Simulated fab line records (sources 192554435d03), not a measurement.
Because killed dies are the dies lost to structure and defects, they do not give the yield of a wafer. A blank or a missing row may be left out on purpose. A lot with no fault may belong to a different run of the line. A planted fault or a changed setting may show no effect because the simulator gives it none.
Matching of chambers | flow n5Finfet | N5_BEOL_M10_CURE_71 on uvCure-02 has 3 sister chambers
The step cures SiCOH lowk, time 240 s. 3 wafers are shown with their chamber, then 12 later ones without.

## WAFERS WITH THEIR CHAMBER
wafer  | chamber | wafer_temp_C_max
L085.6 | 2       | 387.1
L087.6 | 0       | 387.6
L091.6 | 1       | 388.0

## WAFERS WITH NO CHAMBER GIVEN
wafer  | wafer_temp_C_max
L093.1 | 386.3
L093.3 | 386.4
L093.5 | 386.6
L094.1 | 387.4
L094.2 | 387.9
L094.3 | 387.5
L094.4 | 387.1
L094.5 | 387.5
L094.6 | 387.4
L097.1 | 388.5
L097.3 | 387.3
L097.5 | 387.0

## CHAMBER TAKEN BY EACH
wafer  | from the rows above          | in truth
L093.1 | can't be placed: 2 or 0      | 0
L093.3 | can't be placed: 2 or 0      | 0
L093.5 | can't be placed: 2 or 0      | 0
L094.1 | can't be placed: 0 or 2 or 1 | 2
L094.2 | can't be placed: 1 or 0 or 2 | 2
L094.3 | can't be placed: 0 or 2 or 1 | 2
L094.4 | can't be placed: 2 or 0      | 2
L094.5 | can't be placed: 0 or 2 or 1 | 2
L094.6 | can't be placed: 0 or 2 or 1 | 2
L097.1 | can't be placed: 1 or 0      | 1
L097.3 | can't be placed: 2 or 0 or 1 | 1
L097.5 | can't be placed: 2 or 0      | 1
Correctly placed: 0 of 12. Can't be placed from these rows: 12 (the true chamber is among the candidates in 11). 0 placed wrongly.
How it was worked out, from the rows above alone: a wafer's distance from a chamber is the root of the sum, over the readings, of the square of ((its reading less the chamber's mean) divided by the reading's scatter). The wafer belongs to the nearest chamber; if the next one is less than 2 further off, it can't be placed. Each chamber's mean is taken over the wafers shown for it. The scatter: root of mean squared gap, hidden wafer to nearest shown wafer, with one shown wafer a chamber.
